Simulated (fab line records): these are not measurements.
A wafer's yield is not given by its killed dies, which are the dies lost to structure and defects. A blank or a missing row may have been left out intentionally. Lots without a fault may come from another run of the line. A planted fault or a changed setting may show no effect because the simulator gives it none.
fab line records + flow n5_finfet
[record]
- lots = 4
- wafers = 12
- last_day = 17
route steps=1938 shown MOL_CONTACT_COAG@548 BEOL_M4@1111 PASSIVATION@1936
lots that met no fault: taken from a fault-free run of the same line
start_h: the number of hours between the record's first day and the start of the first shown wafer of the lot + wait_h: how many hours have passed since the lot's step before this one + " repeats the value in the row above + L1.1+2: one row covering several wafers at once + - no value present, or no start provided + * or withheld: withheld + < > ~ a bound
route shown NAME@n: a module of which the file shows steps, and the number in the route of the first + usual: the fault-free wafers' mean and standard deviation + same: alike in all rows + chamber/n: place in a boat + sites: the reading at each site + _std_site: their standard deviation + _edge_site: mean of outer sites minus mean of inner sites + radius_mm: for every site, how far away it sits from the centre of the wafer + mask NAME#n: copy n + behind: the most recent tool/chamber to have shaped the wafer + hold: reason for holding the lot/hours on hold/outcome of the hold + device: the n, p or np transistor that did not switch + end of line: tests of these same wafers at the route's end + a step with no rows: only its recipe + killed: dies that structure and defects cost at the first sort, which is not the same as the wafer's yield + map: the dies of a wafer, with x for killed, . for not killed, _ for no die there
set.NAME: the run value of the setting; set.NAME@STEP: its run value at that earlier step + model.NAME: the simulator's own value behind a step, which no gauge read
lots at some steps of the route; a table a step, a row a wafer
services: a tool's chamber out of use, with start hour (start_h, from the record's first day; less than 0 if before it), hours out, and reason
[[steps]]
[step N5_MOL_CONTACT_COAG_CO_FILL_22]
[recipe]
- material = Co
- target_thk_a = 200
- temp_c = 200
- precursor = CCTBA/H2
- pressure_torr = 30
[step N5_MOL_CONTACT_COAG_ANNEAL_113]
[recipe]
- temp_c = 400
- time_s = 300
- ambient = H2/N2
[step N5_MOL_CONTACT_COAG_PRE_CLEAN_142]
[recipe]
- gas = H2/He
- time_s = 60
- temp_c = 300
[step N5_MOL_CONTACT_COAG_SPUTTER_130]
[recipe]
- material = Co
- target_thk_a = 475
- temp_c = 25
- chamber_pressure_pa = 0.5
- power_w = 3000
[step N5_MOL_CONTACT_COAG_PRECLEAN_125]
[recipe]
- chemistry = DIW
- time_s = 57.5
- temp_c = 23
[step N5_MOL_CONTACT_COAG_SRD_126]
[recipe]
- dry_time_s = 32
- dry = n2_spin
- spin_rpm = 1500
[step N5_MOL_CONTACT_COAG_CMP_23]
[recipe]
- stop_on = SiO2
- t_overpolish_s = 1.5
- post_cmp_clean = cu_alkaline
- down_force_psi = 2
- platen_rpm = 50.289
- pad_velocity_m_s = 1.0006
- target_thk_nm = 0
[step N5_MOL_CONTACT_COAG_WET_ETCH_26]
[recipe]
- target = Co
- target_depth_nm = 13
[step N5_MOL_CONTACT_COAG_WET_ETCH_116]
[recipe]
- chemistry = SC1-inhibited
- target_depth_nm = 4.6
- dry = ipa_marangoni
- rinse_time_s = 30
- rinse_temp_c = 23
[step N5_MOL_CONTACT_COAG_ALD_27]
[recipe]
- material = SiOC
- target_thk_a = 170
- temp_c = 400
- ald_precursor_family = carbosiloxane
- ald_co_reactant = H2-plasma
- pulse_time_s = 1.5
- time_s = 2720
- purge_time_s = 2
- co_reactant_purge_time_s = 2
- ald_cycles = 340
- pressure_torr = 2
[step N5_MOL_CONTACT_COAG_CMP_28]
[recipe]
- stop_on = SiNx
- t_overpolish_s = 0.85
- post_cmp_clean = alkaline_brush
- down_force_psi = 4.15
- platen_rpm = 51.8
- pad_velocity_m_s = 1.0307
- target_thk_nm = 14.522
[usual]
- head_pressure_psi = 4.151/0.0091
- motor_current_A = 12.3/1.5
- time_to_endpoint_s = 5.2/1.8
| lot.wafer | tool   | chamber | start_h | wait_h | head_pressure_psi | motor_current_A | time_to_endpoint_s |
|-----------|--------|---------|---------|--------|-------------------|-----------------|--------------------|
| L750.2    | cmp-03 | 3       | 101.59  | 0.9    | 4.159             | 12.9            | 7.6                |
| L750.4    | "      | 0       | "       | "      | 4.162             | 12.3            | 7.7                |
| L750.6    | "      | 2       | "       | "      | 4.160             | 14.2            | 7.6                |
| L758.3    | cmp-03 | 0       | 147.79  | 0.9    | 6.352             | 16.2            | 4.1                |
| L758.2    | "      | 1       | "       | "      | 4.154             | 13.6            | 4.8                |
| L758.5    | "      | 2       | "       | "      | 4.137             | 14.0            | 7.1                |
| L760.4    | cmp-03 | 0       | 161.45  | 0.8    | 6.360             | 16.7            | 3.6                |
| L760.1    | "      | 1       | "       | "      | 4.164             | 12.2            | 1.7                |
| L760.5    | "      | 0       | "       | "      | 6.359             | 16.2            | 2.1                |
| L770.4    | cmp-02 | 3       | 223.00  | 0.8    | 4.144             | 9.1             | 2.9                |
| L770.1    | "      | 1       | "       | "      | 4.150             | 11.3            | 5.3                |
| L770.3    | "      | 2       | "       | "      | 4.153             | 11.6            | 7.5                |
[step N5_MOL_CONTACT_COAG_ALD_123]
[recipe]
- material = SiNx
- target_thk_a = 50
- temp_c = 400
- ald_precursor_family = SiH2I2
- ald_co_reactant = N2/H2-plasma
- pulse_time_s = 1
- purge_time_s = 2
- co_reactant_purge_time_s = 2
- ald_cycles = 100
- pressure_torr = 2
[step N5_MOL_CONTACT_COAG_PECVD_31]
[recipe]
- material = SiO2
- target_thk_a = 460
- temp_c = 400
- precursor = TEOS/O2
- pressure_torr = 6.5
- rf_w = withheld
- teos_flow_sccm = withheld
- gas = O2
- flow_sccm = 2650
- time_s = 8.9
[step N5_MOL_CONTACT_COAG_COAT_75]
[recipe]
- resist = SOC
- temp_c = 250
- time_s = 60
- spin_rpm = 1500
- resist_thk_nm = 60
[step N5_MOL_CONTACT_COAG_COAT_76]
[recipe]
- resist = SiARC
- temp_c = 220
- time_s = 60
- spin_rpm = 1500
- resist_thk_nm = 10
[step N5_MOL_CONTACT_COAG_COAT_77]
[recipe]
- resist = underlayer
- temp_c = 205
- time_s = 60
- spin_rpm = 1500
- resist_thk_nm = 10
[step N5_MOL_CONTACT_COAG_COAT_78]
[recipe]
- resist = CAR-EUV
- spin_rpm = 1500
- resist_thk_nm = 40
[step N5_MOL_CONTACT_COAG_EBR_80]
[recipe]
- solvent = PGMEA
- ebr_width_mm = 1.5
[step N5_MOL_CONTACT_COAG_SOFTBAKE_79]
[recipe]
- temp_c = 110
- time_s = 60
- resist = CAR-EUV
[step N5_MOL_CONTACT_COAG_EXPOSE_81]
[recipe]
- mask_id = VG
- na = 0.33
- source_shape = annular
- sigma_inner = 0.3
- sigma_outer = 0.7
- polarization = unpolarized
- defocus_nm = 0
- dose_mj = 59.5
[step N5_MOL_CONTACT_COAG_PEB_82]
[recipe]
- peb_temp_c = 100
- peb_time_s = 60
- resist = CAR-EUV
[step N5_MOL_CONTACT_COAG_DEVELOP_83]
[recipe]
- develop_time_s = 30
- developer = TMAH
- resist = CAR-EUV
- rinse_liquid = surfactant_rinse
- dry = air_spin
- dev_temp_c = 23
[step N5_MOL_CONTACT_COAG_DESCUM_88]
[recipe]
- chemistry = O2
- time_s = 7
- source_power_w = 50
- bias_power_w = 20
- pressure_mtorr = 20
- rf_frequency_hz = 2.712e+07
- temp_c = 40
- resist = CAR-EUV
- o2_flow_sccm = 225
[step N5_MOL_CONTACT_COAG_ETCH_89]
[recipe]
- chemistry = N2/H2
- target = underlayer
- target_depth_a = 130
- mask_material = CAR-EUV
- time_s = 10.4
- ion_energy_ev = 200
- pressure_mtorr = 30
- source_w = 840
- bias_w = 150
- n2_flow_sccm = 200
- h2_flow_sccm = 200
- ends = cleared
[step N5_MOL_CONTACT_COAG_ETCH_90]
[recipe]
- chemistry = CF4
- target = SiARC
- target_depth_a = 130
- mask_material = CAR-EUV
- time_s = 21.7
- ion_energy_ev = 80
- pressure_mtorr = 40
- source_w = 545
- bias_w = 36
- Ar_flow_sccm = 100
- cf4_flow_sccm = 100
- ends = cleared
[step N5_MOL_CONTACT_COAG_ALD_131]
[recipe]
- material = SiO2
- target_thk_a = 50
- temp_c = 100
- ald_precursor_family = BDEAS
- ald_co_reactant = O2-plasma
- pulse_time_s = 1
- co_reactant_pulse_time_s = 1
- purge_time_s = 2
- co_reactant_purge_time_s = 2
- ald_cycles = 35
- pressure_torr = 2
[step N5_MOL_CONTACT_COAG_ETCHBACK_132]
[recipe]
- chemistry = CHF3
- target = SiO2
- target_depth_a = 100
- time_s = 6.7
- ion_energy_ev = 200
- pressure_mtorr = 30
- source_w = 610
- bias_w = 170
- Ar_flow_sccm = 200
- CHF3_flow_sccm = 50
[step N5_MOL_CONTACT_COAG_ETCH_91]
[recipe]
- chemistry = N2/H2
- target = SOC
- target_depth_a = 600
- overetch_a = 210
- mask_material = SiARC
- temp_c = 40
- time_s = 101.2
- ion_energy_ev = 200
- pressure_mtorr = 30
- source_w = 840
- bias_w = 150
- n2_flow_sccm = 200
- h2_flow_sccm = 200
[step N5_MOL_CONTACT_COAG_STRIP_92]
[recipe]
- chemistry = N2/H2
- temp_c = 40
- n2_flow_sccm = 200
- h2_flow_sccm = 200
- rf_frequency_hz = 6e+07
[step N5_MOL_CONTACT_COAG_STRIP_93]
[recipe]
- chemistry = N2/H2
- temp_c = 40
- n2_flow_sccm = 200
- h2_flow_sccm = 200
- rf_frequency_hz = 6e+07
[step N5_MOL_CONTACT_COAG_ETCHBACK_135]
[recipe]
- chemistry = CHF3
- target = SiO2
- target_depth_a = 250
- time_s = 16.7
- ion_energy_ev = 200
- pressure_mtorr = 30
- source_w = 610
- bias_w = 170
- Ar_flow_sccm = 200
- CHF3_flow_sccm = 50
[step N5_MOL_CONTACT_COAG_STRIP_118]
[recipe]
- chemistry = CHF3
- resist = SiARC
- rf_frequency_hz = 6e+07
[step N5_MOL_CONTACT_COAG_VIA_ETCH_46]
[recipe]
- chemistry = C4F6/O2
- target_depth_a = 460
- overetch_a = 92
- mask_material = SOC
- target = SiO2
- bias_w = 455
- pressure_mtorr = 10
- time_s = 40
- source_w = 325
- Ar_flow_sccm = 300
- C4F6_flow_sccm = 10
- O2_flow_sccm = 10
- ion_energy_ev = 575.3
- ends = end_point
[step N5_MOL_CONTACT_COAG_STRIP_96]
[recipe]
- chemistry = N2/H2
- power_w = 500
- temp_c = 40
- pressure_mtorr = 50
- rf_frequency_hz = 6e+07
- overash_fraction = 0.3
- bias_power_w = 28
- h2_frac = 0.5
- n2_flow_sccm = 300
- h2_flow_sccm = 300
[step N5_MOL_CONTACT_COAG_ETCH_47]
[recipe]
- chemistry = CH3F/O2
- target = SiNx
- target_depth_a = 270
- mask_material = SiO2
- stop_on = W
- over_etch_frac = 0.2
- ion_energy_ev = 120
- endpoint = OES-CN
- pressure_mtorr = 30
- source_w = 395
- bias_w = 73
- Ar_flow_sccm = 150
- CH3F_flow_sccm = 30
- O2_flow_sccm = 20
- ends = end_point
[usual]
- O2_flow_sccm = 20.00/0.06
- drypump_motor_current_A = 5.5/0.48
- etch_rf_on_time_s = 31.2/0.53
- oes_product_au = 0.70/0.08
- rf_vpp_V = 299/5.9
- showerhead_plenum_p_Torr = 1.99/0.072
- throttle_valve_pct = 16.36/0.17
| lot.wafer | tool        | chamber | start_h | wait_h | O2_flow_sccm | drypump_motor_current_A | etch_rf_on_time_s | oes_product_au | rf_hours_counter_h | rf_vpp_V | showerhead_plenum_p_Torr | throttle_valve_pct | model.etch.depth_nm |
|-----------|-------------|---------|---------|--------|--------------|-------------------------|-------------------|----------------|--------------------|----------|--------------------------|--------------------|---------------------|
| L750.2    | rie_diel-04 | 1       | 105.81  | 0.0    | 19.94        | 6.2                     | 31.2              | 0.66           | 157                | 298      | 2.00                     | 16.42              | 17.85               |
| L750.4    | "           | 2       | "       | "      | 19.98        | 5.7                     | 30.6              | 0.76           | 80                 | 306      | 1.95                     | 16.27              | 17.94               |
| L750.6    | "           | 2       | "       | "      | 20.05        | 5.7                     | 30.4              | 0.76           | -                  | 305      | 1.95                     | 16.26              | 17.72               |
| L758.2    | rie_diel-04 | 1       | 149.95  | 0.0    | 20.01        | 6.2                     | 32.2              | 0.63           | 173                | 298      | 1.99                     | 16.43              | 17.9                |
| L758.3    | "           | 0       | "       | "      | 20.00        | 5.5                     | 31.1              | 0.61           | 241                | 289      | 2.06                     | 16.42              | 17.7                |
| L758.5    | "           | 1       | "       | "      | 20.01        | 6.2                     | 31.6              | 0.64           | -                  | 298      | 1.99                     | 16.43              | 17.73               |
| L760.1    | rie_diel-03 | 3       | 163.29  | 0.0    | 19.83        | 4.8                     | 31.1              | 0.70           | 110                | 292      | 2.01                     | 16.46              | 18.02               |
| L760.4    | "           | 0       | "       | "      | 20.09        | 5.1                     | 30.1              | 0.81           | 47                 | 308      | 2.13                     | 16.17              | 17.8                |
| L760.5    | "           | 3       | "       | "      | 19.93        | 4.8                     | 30.6              | 0.69           | -                  | 293      | 2.01                     | 16.48              | 17.77               |
| L770.1    | rie_diel-01 | 0       | 225.78  | 0.0    | 20.10        | 5.7                     | 31.5              | 0.71           | 105                | 295      | 1.93                     | 16.14              | 17.91               |
| L770.3    | "           | 3       | "       | "      | 19.98        | 5.9                     | 31.7              | 0.67           | 145                | 303      | 1.99                     | 16.45              | 17.92               |
| L770.4    | "           | 1       | "       | "      | 20.03        | 5.1                     | 31.3              | 0.63           | 236                | 292      | 1.90                     | 16.64              | 17.99               |
[step N5_MOL_CONTACT_COAG_STRIP_119]
[recipe]
- chemistry = N2/H2
- time_s = 30
- power_w = 1000
- temp_c = 250
- pressure_mtorr = withheld
- n2_flow_sccm = 1750
- h2_flow_sccm = 3250
[step N5_BEOL_M4_RC_MEAS_101]
[usual]
- DIBL_N = 36.4/1.6
- DIBL_P = 35.9/2
- IOFF_N = 0.152/0.03
- IOFF_P = 0.20/0.032
- ION_N = 670/12
- ION_P = 459/7.3
- SS_N = 71.6/0.55
- SS_P = 73.2/0.69
- VT_N = 251/3.5
- VT_P = -252/3.2
| lot.wafer | tool      | chamber | start_h | wait_h | DIBL_N[mV/V] | DIBL_P[mV/V] | IOFF_N[nA/um] | IOFF_P[nA/um] | ION_N[uA/um] | ION_P[uA/um] | SS_N[mV/dec] | SS_P[mV/dec] | VT_N[mV] | VT_P[mV] |
|-----------|-----------|---------|---------|--------|--------------|--------------|---------------|---------------|--------------|--------------|--------------|--------------|----------|----------|
| L750.2    | prober-01 | 0       | 168.97  | 0.2    | 39.0         | 38.2         | 0.207         | 0.28          | 684          | 471          | 72.2         | 74.0         | 245      | -245     |
| L750.4    | "         | 0       | "       | "      | 36.9         | 36.6         | 0.151         | 0.23          | 668          | 464          | 71.6         | 73.7         | 249      | -247     |
| L750.6    | "         | 0       | "       | "      | 34.1         | 32.8         | 0.117         | 0.18          | 664          | 460          | 70.5         | 73.5         | 253      | -248     |
| L758.2    | prober-02 | 0       | 224.73  | 0.2    | 38.4         | 36.1         | 0.180         | 0.22          | 686          | 463          | 71.7         | 73.2         | 250      | -253     |
| L758.3    | "         | 0       | "       | "      | 35.3         | 32.6         | 0.123         | 0.17          | 661          | 459          | 70.9         | 72.8         | 254      | -255     |
| L758.5    | "         | 0       | "       | "      | 39.9         | 37.1         | 0.209         | 0.24          | 693          | 465          | 72.2         | 74.2         | 248      | -251     |
| L760.1    | prober-01 | 0       | 231.89  | 0.0    | 36.5         | 35.9         | 0.167         | 0.20          | 684          | 463          | 71.2         | 73.1         | 247      | -250     |
| L760.4    | "         | 0       | "       | "      | 38.8         | 37.8         | 0.199         | 0.22          | 677          | 459          | 72.9         | 73.5         | 247      | -250     |
| L760.5    | "         | 0       | "       | "      | 34.3         | 32.2         | 0.123         | 0.15          | 672          | 452          | 70.9         | 71.1         | 253      | -256     |
| L770.1    | prober-02 | 0       | 306.05  | 0.0    | 36.8         | 36.5         | 0.158         | 0.20          | 662          | 456          | 71.7         | 73.2         | 252      | -252     |
| L770.3    | "         | 0       | "       | "      | 33.8         | 32.6         | 0.108         | 0.15          | 647          | 448          | 70.9         | 71.8         | 255      | -255     |
| L770.4    | "         | 0       | "       | "      | 34.2         | 34.1         | 0.122         | 0.18          | 657          | 455          | 71.2         | 73.5         | 253      | -252     |
[step N5_PASSIVATION_PROBE_49]
[usual]
- defect_limited_yield = 91.7/1.2
- killed_at_M0_to_M3 = 33/9.5
- killed_at_M4_up = 13/4.9
- killed_at_contacts = 13/6.6
- killed_at_front_end = 36/11
- killed_at_other = 3.0/2.6
- killed_dies = 97/14
- killed_open = 65/11
- killed_short = 31/6.6
- sort_bin_5_function = 4.8/0.82
- sort_bin_6_memory = 3.1/0.58
- sort_n_pass = 1083/14
- sort_yield_pct = 91.7/1.2
[same]
- gross_dies = 1180
- killed_at_back_side = 0
- sort_bin_4_leakage[%] = 0
- sort_bin_8_speed[%] = 0
| lot.wafer | tool      | chamber | start_h | wait_h | defect_limited_yield[%] | killed_at_M0_to_M3 | killed_at_M4_up | killed_at_contacts | killed_at_front_end | killed_at_other | killed_dies | killed_open | killed_short | sort_bin_5_function[%] | sort_bin_6_memory[%] | sort_n_pass | sort_yield_pct[%] |
|-----------|-----------|---------|---------|--------|-------------------------|--------------------|-----------------|--------------------|---------------------|-----------------|-------------|-------------|--------------|------------------------|----------------------|-------------|-------------------|
| L750.2    | prober-01 | -       | 277.84  | 0.1    | 91.8                    | 55                 | 17              | 6                  | 17                  | 2               | 97          | 58          | 37           | 4.7                    | 3.1                  | 1083        | 91.8              |
| L750.4    | prober-01 | -       | 277.94  | 0.2    | 92.6                    | 35                 | 16              | 9                  | 27                  | 0               | 87          | 56          | 29           | 4.6                    | 2.6                  | 1093        | 92.6              |
| L750.6    | prober-01 | -       | 278.04  | 0.3    | 92.5                    | 23                 | 16              | 28                 | 21                  | 1               | 89          | 59          | 27           | 4.2                    | 3.1                  | 1091        | 92.5              |
| L758.2    | prober-01 | -       | 324.30  | 0.1    | 92.7                    | 24                 | 24              | 7                  | 30                  | 1               | 86          | 60          | 25           | 4.3                    | 2.5                  | 1094        | 92.7              |
| L758.3    | prober-01 | -       | 324.35  | 0.1    | 91.5                    | 29                 | 12              | 10                 | 48                  | 1               | 100         | 67          | 33           | 4.7                    | 3.5                  | 1080        | 91.5              |
| L758.5    | prober-01 | -       | 324.45  | 0.2    | 92.5                    | 42                 | 19              | 1                  | 25                  | 1               | 88          | 63          | 23           | 4.3                    | 3.1                  | 1092        | 92.5              |
| L760.1    | prober-01 | -       | 346.15  | 0.0    | 92.5                    | 40                 | 8               | 4                  | 32                  | 4               | 88          | 61          | 25           | 4.2                    | 2.7                  | 1092        | 92.5              |
| L760.4    | prober-01 | -       | 346.30  | 0.2    | 91.1                    | 41                 | 16              | 12                 | 35                  | 1               | 105         | 70          | 32           | 5.1                    | 3.5                  | 1075        | 91.1              |
| L760.5    | prober-01 | -       | 346.35  | 0.2    | 92.6                    | 28                 | 11              | 6                  | 42                  | 0               | 87          | 56          | 29           | 4.5                    | 2.7                  | 1093        | 92.6              |
| L770.1    | prober-02 | -       | 417.23  | 0.0    | 91.6                    | 28                 | 18              | 6                  | 42                  | 5               | 99          | 62          | 36           | 4.7                    | 3.2                  | 1081        | 91.6              |
| L770.3    | prober-02 | -       | 417.33  | 0.1    | 91.8                    | 24                 | 22              | 12                 | 39                  | 0               | 97          | 63          | 34           | 4.8                    | 3.1                  | 1083        | 91.8              |
| L770.4    | prober-02 | -       | 417.38  | 0.2    | 91.4                    | 37                 | 16              | 8                  | 38                  | 2               | 101         | 73          | 28           | 4.5                    | 3.7                  | 1079        | 91.4              |
// killed by level:class
L750.2 BEOL_M2:geometric_particle:open=16 BEOL_M1:geometric_particle:open=8 BEOL_M0_SAQP:geometric_particle:open=5 MOL_CONTACT_COAG:geometric_particle:open=5 BEOL_M0_SAQP:geometric_particle:short=5 BEOL_M2:geometric_particle:short=5 BEOL_M3:geometric_particle:open=5 BEOL_M3:geometric_particle:short=5
L750.4 BEOL_M2:geometric_particle:open=10 DUMMY_GATE:geometric_particle:open=8 BEOL_M4:geometric_particle:open=7 MOL_CONTACT_COAG:geometric_particle:open=6 BEOL_M0_SAQP:geometric_particle:short=5 BEOL_M1:geometric_particle:open=5 BEOL_M2:geometric_particle:short=5 BEOL_M3:geometric_particle:open=4
L750.6 MOL_CONTACT_COAG:geometric_particle:open=20 MOL_CONTACT_COAG:geometric_particle:short=8 BEOL_M4:geometric_particle:open=7 STI_FIN_REVEAL:geometric_particle:open=6 BEOL_M0_SAQP:geometric_particle:open=5 BEOL_M2:geometric_particle:open=5 BEOL_M2:geometric_particle:short=4 FIN_SAQP:geometric_particle:short=3
L758.2 STI_FIN_REVEAL:geometric_particle:open=12 BEOL_M4:geometric_particle:open=11 BEOL_M2:geometric_particle:open=8 DUMMY_GATE:geometric_particle:open=4 MOL_CONTACT_COAG:geometric_particle:short=4 BEOL_M0_SAQP:geometric_particle:short=4 BEOL_M1:geometric_particle:open=4 BEOL_M4:geometric_particle:short=4
L758.3 STI_FIN_REVEAL:geometric_particle:open=18 FIN_SAQP:geometric_particle:short=7 MOL_CONTACT_COAG:geometric_particle:open=7 BEOL_M1:geometric_particle:open=6 BEOL_M4:geometric_particle:open=5 BEOL_M0_SAQP:geometric_particle:short=5 GATE_CUT:geometric_particle:short=4 BEOL_M2:geometric_particle:open=4
L758.5 BEOL_M1:geometric_particle:open=13 BEOL_M2:geometric_particle:open=10 BEOL_M4:geometric_particle:open=7 DUMMY_GATE:geometric_particle:open=6 BEOL_M0_SAQP:geometric_particle:short=5 BEOL_M0_SAQP:geometric_particle:open=5 STARTING-WAFER:geometric_particle:open=5 FIN_SAQP:geometric_particle:short=3
L760.1 FIN_SAQP:geometric_particle:open=13 BEOL_M1:geometric_particle:open=9 BEOL_M3:geometric_particle:open=9 FIN_SAQP:geometric_particle:short=7 BEOL_M2:geometric_particle:open=7 BEOL_M0_SAQP:geometric_particle:open=5 BEOL_M0_SAQP:geometric_particle:short=4 MOL_CONTACT_COAG:geometric_particle:open=3
L760.4 BEOL_M1:geometric_particle:open=15 MOL_CONTACT_COAG:geometric_particle:open=10 BEOL_M4:geometric_particle:open=9 STARTING-WAFER:geometric_particle:short=8 FIN_SAQP:geometric_particle:open=7 BEOL_M2:geometric_particle:open=7 STI_FIN_REVEAL:geometric_particle:open=6 BEOL_M0_SAQP:geometric_particle:open=6
L760.5 BEOL_M1:geometric_particle:open=8 FIN_SAQP:geometric_particle:open=7 STI_FIN_REVEAL:geometric_particle:open=7 BEOL_M2:geometric_particle:open=7 MOL_CONTACT_COAG:geometric_particle:open=5 STARTING-WAFER:geometric_particle:short=5 FIN_SAQP:geometric_particle:short=4 DUMMY_GATE:geometric_particle:open=4
L770.1 FIN_SAQP:geometric_particle:short=11 BEOL_M4:geometric_particle:open=11 STI_FIN_REVEAL:geometric_particle:open=8 DUMMY_GATE:geometric_particle:open=7 BEOL_M0_SAQP:geometric_particle:open=6 FIN_SAQP:geometric_particle:open=5 MOL_CONTACT_COAG:geometric_particle:open=5 STARTING-WAFER:geometric_particle:short=4
L770.3 BEOL_M4:geometric_particle:open=11 MOL_CONTACT_COAG:geometric_particle:open=9 STI_FIN_REVEAL:geometric_particle:open=8 STARTING-WAFER:geometric_particle:open=8 FIN_SAQP:geometric_particle:short=7 BEOL_M4:geometric_particle:short=7 BEOL_M0_SAQP:geometric_particle:short=5 DUMMY_GATE:geometric_particle:open=4
L770.4 STI_FIN_REVEAL:geometric_particle:open=14 BEOL_M3:geometric_particle:open=13 BEOL_M4:geometric_particle:open=10 MOL_CONTACT_COAG:geometric_particle:open=6 BEOL_M1:geometric_particle:open=6 STI_FIN_REVEAL:geometric_particle:short=4 DUMMY_GATE:geometric_particle:open=4 BEOL_M0_SAQP:geometric_particle:open=4
[[services]]
| tool        | chamber | start_h | hours | kind                           |
|-------------|---------|---------|-------|--------------------------------|
| rie_diel-04 | 0       | 78.53   | 5.9   | repair                         |
| rie_diel-01 | 0       | 95.75   | 14.8  | repair                         |
| cmp-03      | -       | 117.28  | 4.0   | pm                             |
| cmp-03      | -       | 121.28  | -     | consumable_replace:conditioner |
| cmp-03      | -       | 121.28  | -     | consumable_replace:pad         |
| rie_diel-03 | 3       | 138.36  | 7.2   | repair                         |
| rie_diel-01 | 2       | 158.25  | -     | clean                          |
| rie_diel-01 | 2       | 158.25  | -     | consumable_replace:focus_ring  |
| rie_diel-01 | 2       | 158.25  | -     | consumable_replace:showerhead  |
| rie_diel-01 | 2       | 158.25  | 18.8  | scheduled_down                 |
| rie_diel-01 | 2       | 158.25  | 18.8  | vent_cycle                     |
| rie_diel-04 | 3       | 166.36  | -     | clean                          |
| rie_diel-04 | 3       | 166.36  | -     | consumable_replace:esc         |
| rie_diel-04 | 3       | 166.36  | -     | consumable_replace:focus_ring  |
| rie_diel-04 | 3       | 166.36  | 32.4  | scheduled_down                 |
| rie_diel-04 | 3       | 166.36  | 32.4  | vent_cycle                     |
| cmp-02      | -       | 172.78  | 10.8  | repair                         |
| rie_diel-01 | 2       | 182.58  | 1.8   | repair                         |
| rie_diel-04 | 0       | 199.48  | -     | clean                          |
| rie_diel-04 | 0       | 199.48  | -     | consumable_replace:focus_ring  |
| rie_diel-04 | 0       | 199.48  | 23.8  | scheduled_down                 |
| rie_diel-04 | 0       | 199.48  | 23.8  | vent_cycle                     |
| cmp-02      | -       | 207.32  | 1.2   | repair                         |
[[key]]
[first_sign]
- step = N5_MOL_CONTACT_COAG_CMP_28
- reading = head_pressure_psi
- direction = up
- sigmas = 99+
- usual = 4.151
- struck = 6.357
[effect]
- step = N5_MOL_CONTACT_COAG_CMP_28
- reading = motor_current_A
- direction = up
- sigmas = 2.7
- usual = 12.3
- struck = 16.4
[model_effect]
- step = N5_MOL_CONTACT_COAG_ETCH_47
- value = etch.depth_nm
- without = 17.9
- struck = 17.76
met_at N5_MOL_CONTACT_COAG_CMP_28
struck_wafers L758.3,L760.4,L760.5
onset_between 101.59 147.79
[fault]
- kind = process_parameter_drift
- tool = cmp-03
- chamber = 0
- onset_h = 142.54
- steps = N5_MOL_CONTACT_COAG_CMP_28
- channel = down_force_psi
- offset = 2.2048
- shape = step
- end_h = 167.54
- acts_in = these_recipes_only
- stated = 4.15
